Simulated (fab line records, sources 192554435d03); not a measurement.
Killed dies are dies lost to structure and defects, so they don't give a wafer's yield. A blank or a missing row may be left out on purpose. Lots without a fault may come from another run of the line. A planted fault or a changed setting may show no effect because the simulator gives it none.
A struck lot beside a sound one | flow n5_finfet | 16 steps out of a route of 1938
Sound: wafers L429.1, L429.4, L429.5. Struck: wafers L432.3, L432.4, L432.5. The cause comes at the end.
At each step with rows: each side's tool, then ch and its chambers, then its first start. Under that, the readings that differ: sound wafers | struck wafers | difference of the means | sigmas: that difference in standard deviations of wafers without a fault.
alike: readings whose means differ by less than 2 such deviations, and words and numbers that are the same on both sides. not compared: withheld readings, readings that some wafer has no value for, bounds like >300 that may hide the same value, and numbers for which the record gives no deviation and whose values overlap.
The two part at a step that has a row with sigmas, a row that says differs or no value, or rows on one side only. Numbers that don't overlap but have no deviation are shown without sigmas and don't part them. A reading that every wafer of one side lacks parts them only if that side has two wafers or more.

N5_HKMG_FIN_ETCH_86: etches SOC in N2/H2, stops on TiN, target depth 393.2 nm.
  sound on rie_diel-01 ch 0,3, day 7 17:40; struck on rie_diel-01 ch 2,3, day 8 06:31
  alike: chamber_pressure_mTorr, drypump_motor_current_A, oes_product_au, rf_vpp_V, showerhead_plenum_p_Torr, throttle_valve_pct
  not compared: rf_hours_counter_h
N5_HKMG_FIN_STRIP_89: strips SOC in N2/H2, time 20 s.
  sound on rie_diel-01 ch 0,3, day 7 17:44; struck on rie_diel-01 ch 2,3, day 8 06:34
  reading                        | sound             | struck            | difference | sigmas
  chamber_pressure_mTorr (mTorr) | 50.01 50.09 50.05 | 49.94 49.89 49.99 | -0.11      | -2
  alike: drypump_motor_current_A, oes_product_au, rf_vpp_V, showerhead_plenum_p_Torr, throttle_valve_pct
  not compared: rf_hours_counter_h
then, 2 steps without rows for these wafers: N5_HKMG_FIN_WET_ETCH_87 (etches TiN in SC1, time 154.2 s, target depth 4.7 nm, rinse time 30 s); N5_HKMG_FIN_STRIP_88 (strips in N2/H2, time 360 s).
N5_HKMG_FIN_NWFM_ALD_20: deposits TiAlC, target thk 2 nm, pulse time 3 s, purge time 2 s.
  sound on ald_metal-02 ch 1,3, day 7 18:19; struck on ald_metal-02 ch 1,2,3, day 8 07:31
  alike: chamber_pressure_Torr, heater_power_w, precursor_pulse_height_rel, susceptor_temp_C
  not compared: since_wet_clean_h
then, 3 steps without rows for these wafers: N5_HKMG_FIN_ALD_71 (deposits TiN, target thk 1 nm, pulse time 1 s, purge time 3 s); N5_HKMG_FIN_COAT_66 (time 60 s, resist thk 300 nm); N5_HKMG_FIN_ETCH_67 (etches SOC in N2/H2, stops on TiN, target depth 388.9 nm).
N5_HKMG_FIN_STRIP_90: strips SOC in N2/H2, time 20 s.
  sound on rie_diel-01 ch 2,3, day 7 18:49; struck on rie_diel-05 ch 0,2, day 8 08:01
  alike: chamber_pressure_mTorr, drypump_motor_current_A, oes_product_au, rf_vpp_V, showerhead_plenum_p_Torr, throttle_valve_pct
  not compared: rf_hours_counter_h
then, 3 steps without rows for these wafers: N5_HKMG_FIN_WET_ETCH_73 (etches the open film in SC1, time 42.3 s, target depth 1.3 nm, rinse time 30 s); N5_HKMG_FIN_ETCHBACK_68 (etches the open film in Cl2/Ar, stops on HfO2, target depth 0.5 nm); N5_HKMG_FIN_STRIP_69 (strips in N2/H2, time 360 s).
N5_HKMG_FIN_ALD_21: deposits TiN, target thk 1.5 nm, pulse time 1 s, purge time 3 s.
  sound on ald_metal-01 ch 0,1,3, day 7 19:30; struck on ald_metal-04 ch 0,1,3, day 8 08:43
  reading              | sound                | struck               | difference | sigmas
  susceptor_temp_C (C) | 400.30 399.73 399.93 | 418.82 418.75 419.08 | +18.90     | +86
  alike: chamber_pressure_Torr, heater_power_w, precursor_pulse_height_rel
  not compared: since_wet_clean_h
N5_HKMG_FIN_ALD_72: deposits W, target thk 2 nm, pulse time 1 s, purge time 2 s.
  sound on cvd_w-01 ch 0,1, day 7 19:52; struck on cvd_w-01 ch 0,1, day 8 09:06
  alike: chamber_pressure_Torr, heater_power_w, precursor_pulse_height_rel, susceptor_temp_C
  not compared: since_wet_clean_h
-- the record jumps here: 4 days lie between the struck wafers' starts before and after (it left off in module HKMG_FIN and takes up again in module BEOL_M4, whose first step shown is number 1111 of the route) --
N5_BEOL_M4_RC_MEAS_101:
  sound on prober-01 ch 0, day 11 07:37; struck on prober-01 ch 0, day 11 23:05
  alike: DIBL_N, DIBL_P, IOFF_N, IOFF_P, ION_N, ION_P, SS_N, SS_P, VT_N, VT_P
then, 1 step without rows for these wafers: N5_PASSIVATION_PROBE_49.

WHERE THEY PART
First at N5_HKMG_FIN_STRIP_89; last, within this record, at N5_HKMG_FIN_ALD_21. Later steps at which nothing parts them and some readings are alike: N5_HKMG_FIN_ALD_72, N5_BEOL_M4_RC_MEAS_101.

WHY: what the simulator had put in
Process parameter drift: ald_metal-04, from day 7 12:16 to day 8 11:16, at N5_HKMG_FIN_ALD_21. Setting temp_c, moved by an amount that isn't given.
